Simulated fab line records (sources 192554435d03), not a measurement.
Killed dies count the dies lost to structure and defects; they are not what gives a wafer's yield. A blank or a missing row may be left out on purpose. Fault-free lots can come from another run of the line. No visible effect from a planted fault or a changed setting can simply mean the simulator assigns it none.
Split-lot trial | flow n5Finfet | 21 wafers read from 7 lots, route of 1938 steps

THE SPLIT ITSELF
At N5_BEOL_M14_DEP_53 (deposits SiCN from 3MS/NH3, target thk 50 nm, time 17.8 s), the setting timeS was moved away from the recipe's 17.8 s on 10 of the 21 wafers read, by -7.8% to +13.7%. This setting was run at the recipe's value on the other wafers.

Reading taken at the split's own step.

THE READING
SiCN_of_BEOL_M14_DEP_53.thkNm (the simulator's own value, which no gauge read), in nm, at N5_BEOL_M14_DEP_53 (deposits SiCN from 3MS/NH3, target thk 50 nm, time 17.8 s). The file gives no usual value for it. Average 49.8 nm, standard deviation 0.73 nm, over the 11 wafers here run with the recipe.

wafer  | tool, chamber at the split | timeS as run, s | against the recipe | SiCN_of_BEOL_M14_DEP_53.thkNm, nm | against lot-mates on the recipe
L075.2 | pecvd-02, 0                | 17.8            | recipe             | 49.8                              | -
L075.5 | pecvd-02, 0                | 19.87           | +11.6%             | 56                                | +6.2
L075.6 | pecvd-02, 1                | 19.87           | +11.6%             | 55.8                              | +6.0
L076.2 | pecvd-03, 0                | 17.8            | recipe             | 49.4                              | -
L076.5 | pecvd-03, 0                | 17.8            | recipe             | 49.4                              | -
L076.6 | pecvd-03, 2                | 17.8            | recipe             | 50.8                              | -
L078.1 | pecvd-02, 1                | 17.8            | recipe             | 50.4                              | -
L078.3 | pecvd-02, 0                | 19.21           | +7.9%              | 53.6                              | +3.2
L078.6 | pecvd-02, 2                | 19.21           | +7.9%              | 54.6                              | +4.2
L081.1 | pecvd-01, 1                | 17.8            | recipe             | 49.4                              | -
L081.4 | pecvd-01, 1                | 17.13           | -3.8%              | 48                                | -2.0
L081.6 | pecvd-01, 0                | 17.8            | recipe             | 50.6                              | -
L085.1 | pecvd-03, 0                | 17.8            | recipe             | 48.4                              | -
L085.3 | pecvd-03, 2                | 20.23           | +13.7%             | 55.2                              | +6.8
L085.6 | pecvd-03, 2                | 20.23           | +13.7%             | 57.2                              | +8.8
L096.1 | pecvd-02, 0                | 17.8            | recipe             | 50.2                              | -
L096.3 | pecvd-02, 2                | 16.42           | -7.8%              | 46                                | -4.2
L096.4 | pecvd-02, 1                | 16.42           | -7.8%              | 47.8                              | -2.4
L097.2 | pecvd-03, 2                | 17.8            | recipe             | 50.6                              | -
L097.3 | pecvd-03, 0                | 17.8            | recipe             | 49                                | -
L097.6 | pecvd-03, 2                | 18.96           | +6.5%              | 54.4                              | +4.6

FIT RESULTS
A straight line over all 21 wafers: SiCN_of_BEOL_M14_DEP_53.thkNm changes by +0.48 nm for each +1% of timeS; r = +0.97; the points scatter about the line by 0.84 nm.
The same after taking each lot's own level away (the mean of its wafers on the recipe; 21 wafers): +0.522 nm for each +1%; r = +0.98; scatter 0.75 nm.
According to that fit, moving timeS by its largest amount changes the reading by 7.1 nm.
From 48.40 to 50.40 nm: that is the span of the lots' own levels, equal to 2.7 times the standard deviation above.
Consequently the slope shifts little with the lot-to-lot level, the two slopes agreeing.
Check: for one of the wafers moved furthest among these (+13.7%), held out of the fit, the line's prediction against its lot-mates is +7.4 nm. It came out at +6.8 nm against them.

FURTHER SPLITS ON THESE WAFERS
Note: prior to the reading, these wafers also went through further splits. Each is held against what the fit with the lots' levels taken away leaves over:
other split on the same wafers | wafers away from the commonest value | r with SiCN_of_BEOL_M14_DEP_53.thkNm (lot level and that fit taken away)
N5_BEOL_M14_SPUTTER_43 powerW  | 8                                    | -0.34

THE FILE'S OWN FIT
SiCN_of_BEOL_M14_DEP_53.thkNm changes by +0.538 nm for each +1% of timeS, r = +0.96.
